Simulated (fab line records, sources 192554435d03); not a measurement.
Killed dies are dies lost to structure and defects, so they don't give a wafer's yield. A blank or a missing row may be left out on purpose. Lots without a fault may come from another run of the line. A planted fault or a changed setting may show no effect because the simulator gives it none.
Chamber matching | flow n5_finfet | N5_BEOL_M4_STRIP_19 on rie_diel-03: 4 sister chambers
The step strips in O2. 4 wafers are shown with their chamber, then 10 later ones without.

WAFERS WITH THEIR CHAMBER
wafer  | chamber | drypump_motor_current_A (A)
L087.5 | 3       | 4.9
L087.6 | 2       | 5.2
L093.1 | 1       | 5.8
L093.3 | 0       | 5.0

WAFERS WITHOUT THEIR CHAMBER
wafer  | drypump_motor_current_A (A)
L093.5 | 5.0
L094.1 | 5.8
L094.2 | 4.9
L094.3 | 5.0
L094.4 | 5.2
L094.5 | 5.0
L094.6 | 4.9
L097.1 | 4.8
L097.3 | 5.0
L097.5 | 5.0

WHICH CHAMBER EACH WENT THROUGH
wafer  | from the rows above | in truth
L093.5 | 0                   | 0
L094.1 | 1                   | 1
L094.2 | 3                   | 3
L094.3 | 0                   | 0
L094.4 | 2                   | 2
L094.5 | 0                   | 0
L094.6 | 3                   | 3
L097.1 | 3                   | 3
L097.3 | 0                   | 0
L097.5 | 0                   | 0
Placed correctly: 10 of 10. Can't be placed from these rows: 0. Placed wrongly: 0.
How it was worked out, from the rows above alone: a wafer's distance from a chamber is the root of the sum, over the readings, of the square of ((its reading less the chamber's mean) divided by the reading's scatter). The wafer belongs to the nearest chamber; if the next one is less than 2 further off, it can't be placed. A chamber's mean is the mean of its shown wafers. The scatter: with one shown wafer a chamber, the root of the mean of the squares of how far each hidden wafer lies from its nearest shown one.
